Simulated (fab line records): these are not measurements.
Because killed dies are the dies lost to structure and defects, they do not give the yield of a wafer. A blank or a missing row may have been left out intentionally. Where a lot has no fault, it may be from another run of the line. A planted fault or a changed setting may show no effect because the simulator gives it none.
fab line records ; flow n5-finfet
record lots=4; wafers=12; last-day=16
route steps=1938 shown SD_EPI_P@298 BEOL_M4@1111 PASSIVATION@1936
lots untouched by any fault: they come from a run of this same line in which no faults occurred
start-h: the number of hours between the record's first day and the start of the first shown wafer of the lot ; wait-h: time in hours since the lot's previous step ; " identical to the entry in the row above ; L1.1+2: several wafers, shown together as one row ; - either no value or no given start ; * or withheld: withheld ; < > ~ a bound
route shown NAME@n: names a module that has steps shown in the file, with the first one's number in the route ; usual: the fault-free wafers' mean and standard deviation ; same: alike in all rows ; chamber/n: place in a boat ; sites: per-site readings ; _std_site: how widely they spread, as a standard deviation ; _edge_site: inner sites' mean taken away from outer sites' mean ; radius-mm: how far each site lies from the wafer's centre ; mask NAME#n: copy n ; behind: tool/chamber where the wafer was last shaped ; hold: the reason the lot was held/the length of the hold in hours/how it ended ; device: the n, p or np transistor that did not switch ; end of line: tests run on the same wafers once the route is complete ; where a step has no rows: the recipe by itself ; killed: count of dies lost to structure and defects at first sort (not the wafer's yield) ; map: the dies of a wafer, with x for killed, . for not killed, _ for no die there
set.NAME: the setting that was run; set.NAME@STEP: the one run at that earlier step ; model.NAME: the simulator's own value behind a step, which no gauge read
a table for each step, a row for each wafer; lots at some steps of the route
services: a tool's chamber out of use, with start hour (start-h, from the record's first day; less than 0 if before it), hours out, and reason
## steps
# step N5_SD_EPI_P_EBR_05
# recipe solvent=PGMEA; ebr-width-mm=1.5
# step N5_SD_EPI_P_SOFTBAKE_04
# recipe temp-c=110; time-s=60; resist=CAR-ArF-block
# step N5_SD_EPI_P_EXPOSE_06
# recipe mask-id=SD_P_BLK; na=1.35; source-shape=conventional; sigma-outer=0.8; polarization=unpolarized; target-cd-nm=240; dose-mj=39.5
# step N5_SD_EPI_P_PEB_07
# recipe peb-temp-c=110; peb-time-s=60; resist=CAR-ArF-block
# step N5_SD_EPI_P_DEVELOP_08
# recipe develop-time-s=30; developer=TMAH; resist=CAR-ArF-block; dev-temp-c=23; rinse-liquid=diw; dry=air-spin
# step N5_SD_EPI_P_DESCUM_14
# recipe chemistry=O2; time-s=7.9; source-power-w=50; bias-power-w=20; pressure-mtorr=20; rf-frequency-hz=2.712e+07; temp-c=40; resist=CAR-ArF-block; o2-flow-sccm=225
# step N5_SD_EPI_P_ETCH_36
# recipe chemistry=CF4; target=SiARC; target-depth-a=455; mask-material=CAR-ArF-block; time-s=75.8; ion-energy-ev=80; pressure-mtorr=40; source-w=545; bias-w=36; Ar_flow_sccm=100; cf4-flow-sccm=100; ends=cleared
# step N5_SD_EPI_P_ETCH_37
# recipe chemistry=N2/H2; target=SOC; overetch-a=1080; mask-material=SiARC; temp-c=40; ion-energy-ev=100; source-w=3000; bias-w=133; pressure-mtorr=20; time-s=486; n2-flow-sccm=200; h2-flow-sccm=200; ends=end-point
# step N5_SD_EPI_P_STRIP_38
# recipe chemistry=N2/H2; temp-c=40; n2-flow-sccm=200; h2-flow-sccm=200; rf-frequency-hz=6e+07
# step N5_SD_EPI_P_ETCHBACK_46
# recipe chemistry=CH3F/O2; mode=anisotropic-etchback; target=SiNx; target-depth-a=175; stop-on=SiO2; over-etch-frac=0.3; ion-energy-ev=120; pressure-mtorr=30; source-w=395; bias-w=73; Ar_flow_sccm=150; CH3F_flow_sccm=30; O2_flow_sccm=20
# usual CH3F_flow_sccm=30.00/0.091; O2_flow_sccm=20.00/0.06; drypump-motor-current-A=5.8/0.41; oes_ar_750_au=0.78/0.076; oes_f_703_au=0.78/0.081; oes_o_777_au=0.78/0.076; oes-product-au=0.67/0.062; rf-vpp-V=296/5.3; showerhead-plenum-p-Torr=1.99/0.074; throttle-valve-pct=16.42/0.19
lot.wafer;tool;chamber;start-h;wait-h;CH3F_flow_sccm;O2_flow_sccm;drypump-motor-current-A;oes_ar_750_au;oes_f_703_au;oes_o_777_au;oes-product-au;rf-hours-counter-h;rf-vpp-V;showerhead-plenum-p-Torr;throttle-valve-pct;model.SiARC_of_SD_EPI_P_COAT_35.thk-nm
L889.1;rie-diel-04;3;100.06;0.0;29.90;20.02;6.1;0.72;0.73;0.72;0.61;239;296;1.97;16.65;15.2
L889.3;rie-diel-04;2;100.06;0.0;29.97;19.96;5.5;0.67;0.66;0.68;0.58;230;293;2.06;16.60;16.4
L889.4;rie-diel-04;0;100.06;0.0;30.05;20.04;6.4;0.82;0.81;0.80;0.70;85;300;1.88;16.46;15.6
L897.1;rie-diel-04;2;144.89;0.0;-;-;-;-;-;-;-;-;-;-;-;20.6
L897.2;rie-diel-04;0;144.89;0.0;-;-;-;-;-;-;-;-;-;-;-;20.2
L897.3;rie-diel-04;1;144.89;0.0;-;-;-;-;-;-;-;-;-;-;-;19.2
L898.4;rie-diel-04;2;150.99;0.1;-;-;-;-;-;-;-;-;-;-;-;20.6
L898.5;rie-diel-04;0;150.99;0.1;-;-;-;-;-;-;-;-;-;-;-;20.2
L898.6;rie-diel-04;1;150.99;0.1;-;-;-;-;-;-;-;-;-;-;-;19.4
L899.2;rie-diel-04;0;155.03;0.0;29.93;20.04;6.3;0.79;0.78;0.77;0.68;104;300;1.87;16.47;15.4
L899.4;rie-diel-04;2;155.03;0.0;29.89;19.93;5.5;0.66;0.65;0.66;0.58;-;292;2.06;16.62;16.4
L899.5;rie-diel-04;1;155.03;0.0;29.88;19.94;6.1;0.83;0.85;0.84;0.69;-;293;2.02;16.24;14.6
# step N5_SD_EPI_P_ETCH_47
# recipe chemistry=CH3F/O2; target=SiOCN; target-depth-a=250; mask-material=SOC; ion-energy-ev=60; bias-w=29; pressure-mtorr=30; source-w=410; Ar_flow_sccm=150; CH3F_flow_sccm=30; O2_flow_sccm=20
# step N5_SD_EPI_P_ETCH_16
# recipe chemistry=CHF3/O2; target=SiO2; target-depth-a=50; mask-material=SOC; pressure-mtorr=30; source-w=650; bias-w=170; Ar_flow_sccm=200; CHF3_flow_sccm=50; O2_flow_sccm=5; ion-energy-ev=200
# usual drypump-motor-current-A=5.8/0.41; oes_ar_750_au=0.78/0.076; oes_f_703_au=0.78/0.078; oes_o_777_au=0.79/0.072; oes-product-au=0.78/0.077; rf-vpp-V=521/9.2; showerhead-plenum-p-Torr=2.40/0.087; throttle-valve-pct=18.95/0.18
lot.wafer;tool;chamber;start-h;wait-h;drypump-motor-current-A;oes_ar_750_au;oes_f_703_au;oes_o_777_au;oes-product-au;rf-hours-counter-h;rf-vpp-V;showerhead-plenum-p-Torr;throttle-valve-pct;model.SiARC_of_SD_EPI_P_COAT_35.thk-nm
L889.1;rie-diel-04;3;100.26;0.1;6.1;0.72;0.72;0.72;0.71;239;524;2.38;19.19;11.8
L889.3;rie-diel-04;2;100.26;0.1;5.5;0.67;0.68;0.70;0.67;230;515;2.48;19.07;12.8
L889.4;rie-diel-04;0;100.26;0.1;6.3;0.82;0.81;0.83;0.81;86;532;2.26;18.97;12
L897.1;rie-diel-04;2;145.09;0.1;5.5;0.67;0.67;0.69;0.65;244;515;2.47;19.10;17.2
L897.2;rie-diel-04;0;145.09;0.1;6.3;0.80;0.79;0.81;0.79;100;530;2.25;19.00;16.6
L897.3;rie-diel-04;1;145.09;0.1;6.2;0.84;0.84;0.82;0.81;84;515;2.43;18.76;15.6
L898.4;rie-diel-04;2;151.16;0.0;5.5;0.67;0.67;0.69;0.65;-;516;2.47;19.10;17.2
L898.5;rie-diel-04;0;151.16;0.0;6.4;0.80;0.79;0.81;0.79;-;528;2.25;19.01;16.6
L898.6;rie-diel-04;1;151.16;0.0;6.2;0.83;0.85;0.83;0.81;-;514;2.43;18.78;15.8
L899.2;rie-diel-04;0;155.23;0.1;6.3;0.80;0.79;0.80;0.80;104;529;2.25;19.01;11.8
L899.4;rie-diel-04;2;155.23;0.1;5.5;0.66;0.66;0.69;0.66;-;515;2.47;19.10;13
L899.5;rie-diel-04;1;155.23;0.1;6.2;0.83;0.84;0.82;0.82;-;515;2.43;18.80;11
# step N5_SD_EPI_P_STRIP_50
# recipe chemistry=CHF3/O2; resist=SiARC; rf-frequency-hz=6e+07
# step N5_SD_EPI_P_SD_RECESS_17
# recipe chemistry=HBr/Cl2/O2; target-depth-a=391; bt-time-s=3; pressure-mtorr=10; icp-w=800; bias-w=112; HBr_flow_sccm=150; Cl2_flow_sccm=80; O2_flow_sccm=12
# step N5_SD_EPI_P_WET_ETCH_45
# recipe chemistry=dHF; dilution=withheld; time-s=10.7; target=SiO2; target-depth-a=20; temp-c=25; dry=ipa-marangoni; rinse-time-s=30; rinse-temp-c=23
# step N5_SD_EPI_P_STRIP_40
# recipe chemistry=N2/H2; power-w=1000; temp-c=250; h2-frac=0.65; overash-fraction=0.3; pressure-mtorr=withheld; n2-flow-sccm=1750; h2-flow-sccm=3250
# step N5_SD_EPI_P_PRECLEAN_52
# recipe chemistry=O3/DIW; time-s=60; temp-c=22; o3-ppm=10
# step N5_SD_EPI_P_SRD_20
# recipe dry=ipa-marangoni; do-ppb=5; time-s=30; temp-c=23; rinse-liquid=diw
# step N5_SD_EPI_P_PRECLEAN_51
# recipe chemistry=NF3:NH3; afs-cycles=1; temp-c=30; time-s=20; sublimation-temp-c=180; sublimation-time-s=60; pressure-torr=3; rf-power-w=30
# step N5_SD_EPI_P_VAPOR_ETCH_44
# recipe chemistry=NF3/Ar; target=SiGe30; temp-c=25; time-s=3.3; mode=isotropic
# step N5_SD_EPI_P_EPI_21
# recipe material=SiGe:B; dopant=B; temp-c=550; pressure-torr=20; ambient=H2; time-s=355
# usual susceptor-temp-C=550.02/0.27
lot.wafer;tool;chamber;start-h;wait-h;susceptor-temp-C;model.SiGe-B_of_SD_EPI_P_EPI_21.thk-nm
L889.1;epi-rpcvd-03;0;100.99;0.1;550.18;59.6
L889.3;epi-rpcvd-03;0;100.99;0.1;550.07;59.8
L889.4;epi-rpcvd-03;0;100.99;0.1;550.01;59.4
L897.1;epi-rpcvd-03;0;145.83;0.1;550.32;1.6
L897.2;epi-rpcvd-03;0;145.83;0.1;550.33;1.2
L897.3;epi-rpcvd-03;0;145.83;0.1;550.06;0.6
L898.4;epi-rpcvd-04;0;152.99;1.1;550.07;1.6
L898.5;epi-rpcvd-04;0;152.99;1.1;550.06;1.2
L898.6;epi-rpcvd-04;0;152.99;1.1;550.25;1.2
L899.2;epi-rpcvd-02;0;156.33;0.5;550.23;61.4
L899.4;epi-rpcvd-02;0;156.33;0.5;550.14;60.8
L899.5;epi-rpcvd-02;0;156.33;0.5;549.87;60.2
# step N5_SD_EPI_P_EPI_MEAS_23
# recipe mode=xrd
# usual thk-nm=60.7/1.3
lot.wafer;tool;chamber;start-h;wait-h;thk-nm
L889.1;film-metro-01;-;103.19;1.8;59.6
L889.3;film-metro-01;-;103.19;1.8;60.0
L889.4;film-metro-01;-;103.19;1.8;59.8
L897.1;film-metro-01;-;148.02;1.8;3.8
L897.2;film-metro-01;-;148.02;1.8;1.0
L897.3;film-metro-01;-;148.02;1.8;2.3
L898.4;film-metro-02;-;154.13;0.8;2.5
L898.5;film-metro-02;-;154.13;0.8;2.3
L898.6;film-metro-02;-;154.13;0.8;1.7
L899.2;film-metro-02;-;158.18;1.5;61.6
L899.4;film-metro-02;-;158.18;1.5;59.8
L899.5;film-metro-02;-;158.18;1.5;59.2
# step N5_SD_EPI_P_HM_STRIP_48
# recipe chemistry=H3PO4; temp-c=160; material=SiNx; target=SiNx; target-depth-a=30; overetch-fraction=0.3
# step N5_SD_EPI_P_SRD_49
# recipe dry=ipa-marangoni; time-s=30; temp-c=23; rinse-liquid=diw
# step N5_SD_EPI_P_PRECLEAN_24
# recipe chemistry=O3/DIW; time-s=45; temp-c=22; o3-ppm=10
lot.wafer;tool;chamber;start-h;wait-h;model.SiGe-B_of_SD_EPI_P_EPI_21.thk-nm
L889.1;wet-bench-03;2;103.29;0.0;59.2
L889.3;wet-bench-03;0;103.29;0.0;59.4
L889.4;wet-bench-03;1;103.29;0.0;59
L897.1;wet-bench-04;7;148.20;0.0;1.6
L897.2;wet-bench-04;3;148.20;0.0;1.2
L897.3;wet-bench-04;0;148.20;0.0;0.6
L898.4;wet-bench-04;6;154.30;0.0;1.6
L898.5+6;wet-bench-04;3,7;154.30;0.0;1.2
L899.2;wet-bench-03;2;158.29;0.0;61
L899.4;wet-bench-03;0;158.29;0.0;60.4
L899.5;wet-bench-03;6;158.29;0.0;59.8
# step N5_SD_EPI_P_PRECLEAN_32
# recipe chemistry=dHF; time-s=10; dilution=500:1; temp-c=25
# step N5_BEOL_M4_RC_MEAS_101
# usual DIBL_N=36.0/1.7; DIBL_P=36.2/2.3; IOFF_N=0.16/0.03; IOFF_P=0.21/0.036; ION_N=679/11; ION_P=465/7.1; SS_N=71.4/0.58; SS_P=73.3/0.75; VT_N=249/3.1; VT_P=-251/3.5
lot.wafer;tool;chamber;start-h;wait-h;DIBL_N[mV/V];DIBL_P[mV/V];IOFF_N[nA/um];IOFF_P[nA/um];ION_N[uA/um];ION_P[uA/um];SS_N[mV/dec];SS_P[mV/dec];VT_N[mV];VT_P[mV]
L889.1;prober-01;0;213.86;0.0;34.8;34.9;0.14;0.20;669;459;71.5;72.7;249;-251
L889.3;prober-01;0;213.86;0.0;35.4;35.2;0.14;0.19;661;452;71.6;74.3;251;-252
L889.4;prober-01;0;213.86;0.0;35.2;35.1;0.15;0.20;678;460;71.5;72.7;248;-251
L899.2;prober-01;0;267.49;0.2;34.7;34.5;0.12;0.16;674;467;71.0;72.0;251;-256
L899.4;prober-01;0;267.49;0.2;34.9;33.8;0.12;0.15;669;459;70.6;72.0;253;-256
L899.5;prober-01;0;267.49;0.2;35.7;34.8;0.12;0.16;670;453;71.0;73.3;253;-257
# step N5_PASSIVATION_PROBE_49
# usual killed_at_M0_to_M3=31/11; killed_at_M4_up=14/5.1; killed-at-contacts=12/5.6; killed-at-front-end=42/12; killed-at-other=3.8/2.9; killed-dies=103/18; killed-on-rim=14/4.5; killed-open=67/14; killed-short=33/8
# same gross-dies=1180; killed-at-back-side=0
lot.wafer;tool;chamber;start-h;wait-h;killed_at_M0_to_M3;killed_at_M4_up;killed-at-contacts;killed-at-front-end;killed-at-other;killed-dies;killed-on-rim;killed-open;killed-short
L889.1;prober-01;-;339.42;0.0;16;10;8;62;6;102;15;55;39
L889.3;prober-01;-;339.52;0.1;18;6;7;43;5;79;5;54;25
L889.4;prober-01;-;339.57;0.2;17;12;16;61;3;109;15;60;44
L897.1;prober-01;-;368.34;0.0;40;9;10;1111;10;1180;152;64;40
L897.2;prober-01;-;368.39;0.1;36;17;19;1095;13;1180;152;78;45
L897.3;prober-01;-;368.44;0.1;33;12;13;1122;0;1180;152;80;27
L899.2;prober-02;-;380.48;0.1;27;24;9;43;3;106;16;71;27
L899.4;prober-02;-;380.58;0.2;23;9;5;36;1;74;14;45;24
L899.5;prober-02;-;380.63;0.2;27;12;15;36;2;92;12;61;28
L898.4;prober-02;-;384.37;0.2;27;18;6;1122;7;1180;152;58;35
L898.5;prober-02;-;384.42;0.2;42;10;9;1116;3;1180;152;65;37
L898.6;prober-02;-;384.47;0.3;54;16;9;1097;4;1180;152;73;41
# killed by level:class
L889.1 FIN_SAQP:geometric-particle:short=11 GATE_CUT:geometric-particle:short=9 GATE_CUT:geometric-particle:open=8 HKMG_FIN:area-etch=8 FIN_SAQP:geometric-particle:open=7 MOL_CONTACT_COAG:geometric-particle:open=7 BEOL_M4:geometric-particle:open=7 STI_FIN_REVEAL:geometric-particle:open=5
L889.3 FIN_SAQP:geometric-particle:open=10 STI_FIN_REVEAL:geometric-particle:open=8 FIN_SAQP:geometric-particle:short=7 GATE_CUT:geometric-particle:open=5 MOL_CONTACT_COAG:geometric-particle:open=5 BEOL_M3:geometric-particle:open=5 STI_FIN_REVEAL:geometric-particle:short=4 DUMMY_GATE:geometric-particle:open=3
L889.4 FIN_SAQP:geometric-particle:short=20 MOL_CONTACT_COAG:geometric-particle:open=13 FIN_SAQP:geometric-particle:open=8 GATE_CUT:geometric-particle:short=6 STI_FIN_REVEAL:geometric-particle:open=5 GATE_CUT:geometric-particle:open=5 HKMG_FIN:area-etch=5 DUMMY_GATE:geometric-particle:open=4
L897.1 SD_EPI_P:area-etchback=1076 BEOL_M0_SAQP:geometric-particle:open=10 BEOL_M0_SAQP:geometric-particle:short=9 STI_FIN_REVEAL:geometric-particle:open=8 FIN_SAQP:geometric-particle:short=7 BEOL_M2:geometric-particle:open=7 BEOL_M1:geometric-particle:open=6 MOL_CONTACT_COAG:geometric-particle:short=5
L897.2 SD_EPI_P:area-etchback=1057 BEOL_M1:geometric-particle:open=12 MOL_CONTACT_COAG:geometric-particle:open=11 STI_FIN_REVEAL:geometric-particle:open=10 BEOL_M4:geometric-particle:open=10 MOL_CONTACT_COAG:geometric-particle:short=8 BEOL_M0_SAQP:geometric-particle:short=8 BEOL_M2:geometric-particle:open=7
L897.3 SD_EPI_P:area-etchback=1073 STI_FIN_REVEAL:geometric-particle:open=29 MOL_CONTACT_COAG:geometric-particle:open=13 BEOL_M1:geometric-particle:open=13 STI_FIN_REVEAL:geometric-particle:short=8 BEOL_M0_SAQP:geometric-particle:short=7 BEOL_M4:geometric-particle:open=5 FIN_SAQP:geometric-particle:open=3
L899.2 BEOL_M4:geometric-particle:open=10 FIN_SAQP:geometric-particle:open=7 MOL_CONTACT_COAG:geometric-particle:open=7 GATE_CUT:geometric-particle:short=6 BEOL_M5:geometric-particle:open=6 HKMG_FIN:area-etch=6 GATE_CUT:geometric-particle:open=5 BEOL_M0_SAQP:geometric-particle:short=5
L899.4 DUMMY_GATE:geometric-particle:open=9 FIN_SAQP:geometric-particle:open=6 FIN_SAQP:geometric-particle:short=5 HKMG_FIN:area-etch=5 GATE_CUT:geometric-particle:short=4 MOL_CONTACT_COAG:geometric-particle:open=4 BEOL_M1:geometric-particle:open=4 BEOL_M2:geometric-particle:open=4
L899.5 FIN_SAQP:geometric-particle:open=12 BEOL_M2:geometric-particle:open=10 MOL_CONTACT_COAG:geometric-particle:open=9 FIN_SAQP:geometric-particle:short=6 MOL_CONTACT_COAG:geometric-particle:short=6 BEOL_M1:geometric-particle:open=6 BEOL_M3:geometric-particle:open=5 BEOL_M4:geometric-particle:open=4
L898.4 SD_EPI_P:area-etchback=1086 BEOL_M0_SAQP:geometric-particle:short=11 GATE_CUT:geometric-particle:short=8 STI_FIN_REVEAL:geometric-particle:open=7 BEOL_M0_SAQP:geometric-particle:open=7 BEOL_M5:geometric-particle:open=7 FIN_SAQP:geometric-particle:open=5 MOL_CONTACT_COAG:geometric-particle:open=5
L898.5 SD_EPI_P:area-etchback=1076 FIN_SAQP:geometric-particle:short=8 STI_FIN_REVEAL:geometric-particle:open=8 BEOL_M0_SAQP:geometric-particle:short=8 BEOL_M1:geometric-particle:open=7 MOL_CONTACT_COAG:geometric-particle:open=7 BEOL_M3:geometric-particle:open=6 FIN_SAQP:geometric-particle:open=5
L898.6 SD_EPI_P:area-etchback=1062 BEOL_M0_SAQP:geometric-particle:short=17 BEOL_M0_SAQP:geometric-particle:open=14 BEOL_M1:geometric-particle:open=8 STI_FIN_REVEAL:geometric-particle:open=8 MOL_CONTACT_COAG:geometric-particle:open=7 DUMMY_GATE:geometric-particle:open=5 FIN_SAQP:geometric-particle:open=4
# map L897.1 (x killed, . not)
_________________xxxxxxxxxxxx________________
______________xxxxxxxxxxxxxxxxxx_____________
___________xxxxxxxxxxxxxxxxxxxxxxxx__________
__________xxxxxxxxxxxxxxxxxxxxxxxxxx_________
________xxxxxxxxxxxxxxxxxxxxxxxxxxxxxx_______
_______xxxxxxxxxxxxxxxxxxxxxxxxxxxxxxxx______
______xxxxxxxxxxxxxxxxxxxxxxxxxxxxxxxxxx_____
_____xxxxxxxxxxxxxxxxxxxxxxxxxxxxxxxxxxxx____
____xxxxxxxxxxxxxxxxxxxxxxxxxxxxxxxxxxxxxx___
___xxxxxxxxxxxxxxxxxxxxxxxxxxxxxxxxxxxxxxxx__
___xxxxxxxxxxxxxxxxxxxxxxxxxxxxxxxxxxxxxxxx__
__xxxxxxxxxxxxxxxxxxxxxxxxxxxxxxxxxxxxxxxxxx_
__xxxxxxxxxxxxxxxxxxxxxxxxxxxxxxxxxxxxxxxxxx_
_xxxxxxxxxxxxxxxxxxxxxxxxxxxxxxxxxxxxxxxxxxxx
_xxxxxxxxxxxxxxxxxxxxxxxxxxxxxxxxxxxxxxxxxxxx
_xxxxxxxxxxxxxxxxxxxxxxxxxxxxxxxxxxxxxxxxxxxx
_xxxxxxxxxxxxxxxxxxxxxxxxxxxxxxxxxxxxxxxxxxxx
_xxxxxxxxxxxxxxxxxxxxxxxxxxxxxxxxxxxxxxxxxxxx
_xxxxxxxxxxxxxxxxxxxxxxxxxxxxxxxxxxxxxxxxxxxx
_xxxxxxxxxxxxxxxxxxxxxxxxxxxxxxxxxxxxxxxxxxxx
_xxxxxxxxxxxxxxxxxxxxxxxxxxxxxxxxxxxxxxxxxxxx
__xxxxxxxxxxxxxxxxxxxxxxxxxxxxxxxxxxxxxxxxxx_
__xxxxxxxxxxxxxxxxxxxxxxxxxxxxxxxxxxxxxxxxxx_
___xxxxxxxxxxxxxxxxxxxxxxxxxxxxxxxxxxxxxxxx__
___xxxxxxxxxxxxxxxxxxxxxxxxxxxxxxxxxxxxxxxx__
____xxxxxxxxxxxxxxxxxxxxxxxxxxxxxxxxxxxxxx___
_____xxxxxxxxxxxxxxxxxxxxxxxxxxxxxxxxxxxx____
______xxxxxxxxxxxxxxxxxxxxxxxxxxxxxxxxxx_____
_______xxxxxxxxxxxxxxxxxxxxxxxxxxxxxxxx______
________xxxxxxxxxxxxxxxxxxxxxxxxxxxxxx_______
__________xxxxxxxxxxxxxxxxxxxxxxxxxx_________
___________xxxxxxxxxxxxxxxxxxxxxxxx__________
______________xxxxxxxxxxxxxxxxxx_____________
_________________xxxxxxxxxxxx________________
# map L898.4 (x killed, . not)
_________________xxxxxxxxxxxx________________
______________xxxxxxxxxxxxxxxxxx_____________
___________xxxxxxxxxxxxxxxxxxxxxxxx__________
__________xxxxxxxxxxxxxxxxxxxxxxxxxx_________
________xxxxxxxxxxxxxxxxxxxxxxxxxxxxxx_______
_______xxxxxxxxxxxxxxxxxxxxxxxxxxxxxxxx______
______xxxxxxxxxxxxxxxxxxxxxxxxxxxxxxxxxx_____
_____xxxxxxxxxxxxxxxxxxxxxxxxxxxxxxxxxxxx____
____xxxxxxxxxxxxxxxxxxxxxxxxxxxxxxxxxxxxxx___
___xxxxxxxxxxxxxxxxxxxxxxxxxxxxxxxxxxxxxxxx__
___xxxxxxxxxxxxxxxxxxxxxxxxxxxxxxxxxxxxxxxx__
__xxxxxxxxxxxxxxxxxxxxxxxxxxxxxxxxxxxxxxxxxx_
__xxxxxxxxxxxxxxxxxxxxxxxxxxxxxxxxxxxxxxxxxx_
_xxxxxxxxxxxxxxxxxxxxxxxxxxxxxxxxxxxxxxxxxxxx
_xxxxxxxxxxxxxxxxxxxxxxxxxxxxxxxxxxxxxxxxxxxx
_xxxxxxxxxxxxxxxxxxxxxxxxxxxxxxxxxxxxxxxxxxxx
_xxxxxxxxxxxxxxxxxxxxxxxxxxxxxxxxxxxxxxxxxxxx
_xxxxxxxxxxxxxxxxxxxxxxxxxxxxxxxxxxxxxxxxxxxx
_xxxxxxxxxxxxxxxxxxxxxxxxxxxxxxxxxxxxxxxxxxxx
_xxxxxxxxxxxxxxxxxxxxxxxxxxxxxxxxxxxxxxxxxxxx
_xxxxxxxxxxxxxxxxxxxxxxxxxxxxxxxxxxxxxxxxxxxx
__xxxxxxxxxxxxxxxxxxxxxxxxxxxxxxxxxxxxxxxxxx_
__xxxxxxxxxxxxxxxxxxxxxxxxxxxxxxxxxxxxxxxxxx_
___xxxxxxxxxxxxxxxxxxxxxxxxxxxxxxxxxxxxxxxx__
___xxxxxxxxxxxxxxxxxxxxxxxxxxxxxxxxxxxxxxxx__
____xxxxxxxxxxxxxxxxxxxxxxxxxxxxxxxxxxxxxx___
_____xxxxxxxxxxxxxxxxxxxxxxxxxxxxxxxxxxxx____
______xxxxxxxxxxxxxxxxxxxxxxxxxxxxxxxxxx_____
_______xxxxxxxxxxxxxxxxxxxxxxxxxxxxxxxx______
________xxxxxxxxxxxxxxxxxxxxxxxxxxxxxx_______
__________xxxxxxxxxxxxxxxxxxxxxxxxxx_________
___________xxxxxxxxxxxxxxxxxxxxxxxx__________
______________xxxxxxxxxxxxxxxxxx_____________
_________________xxxxxxxxxxxx________________
## services
tool;chamber;start-h;hours;kind
epi-rpcvd-04;-;77.90;0.6;repair
epi-rpcvd-04;-;93.92;9.3;repair
epi-rpcvd-03;-;111.34;2.8;pm
wet-bench-04;-;128.90;2.4;repair
rie-diel-04;3;136.92;-;clean
rie-diel-04;3;136.92;-;consumable-replace:focus-ring
rie-diel-04;3;136.92;28.0;scheduled-down
rie-diel-04;3;136.92;28.0;vent-cycle
## key
first-sign step=N5_SD_EPI_P_ETCHBACK_46; reading=tool-record; direction=missing
effect step=N5_SD_EPI_P_EPI_MEAS_23; reading=thk-nm; direction=down; sigmas=45; usual=*; struck=*
effect step=N5_PASSIVATION_PROBE_49; reading=killed-at-front-end; direction=up; sigmas=87; usual=42; struck=1110
model-effect step=N5_SD_EPI_P_ETCHBACK_46; value=SiARC_of_SD_EPI_P_COAT_35.thk-nm; without=15.5; struck=20.03
model-effect step=N5_SD_EPI_P_ETCH_16; value=SiARC_of_SD_EPI_P_COAT_35.thk-nm; without=12.03; struck=16.5
model-effect step=N5_SD_EPI_P_EPI_21; value=SiGe-B_of_SD_EPI_P_EPI_21.thk-nm; without=60.93; struck=1.233
model-effect step=N5_SD_EPI_P_PRECLEAN_24; value=SiGe-B_of_SD_EPI_P_EPI_21.thk-nm; without=60.5; struck=1.233
more-kills-born-at N5_SD_EPI_P_ETCHBACK_46@rie-diel-04=6430
met-at N5_SD_EPI_P_ETCHBACK_46
struck-wafers L897.1,L897.2,L897.3,L898.4,L898.5,L898.6
later-rows-left-out L897.1,L897.2,L897.3,L898.4,L898.5,L898.6
tester-left-out L897,L898
onset-between 100.06 144.89
fault kind=skipped-step-whole; tool=rie-diel-04; chamber=-; onset-h=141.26; steps=N5_SD_EPI_P_ETCHBACK_46; scope=struck-lots-only
# tester-left-out: of these lots the tester's yield and bins aren't shown, on N5 and GAA mostly nor the transistor test; their killed dies are dies lost to structure and defects alone, not to doping, threshold or leakage, so they don't give the yield
# later-rows-left-out: the simulator's readings of these wafers behind a module that went badly wrong aren't trusted and aren't shown, but for the sort
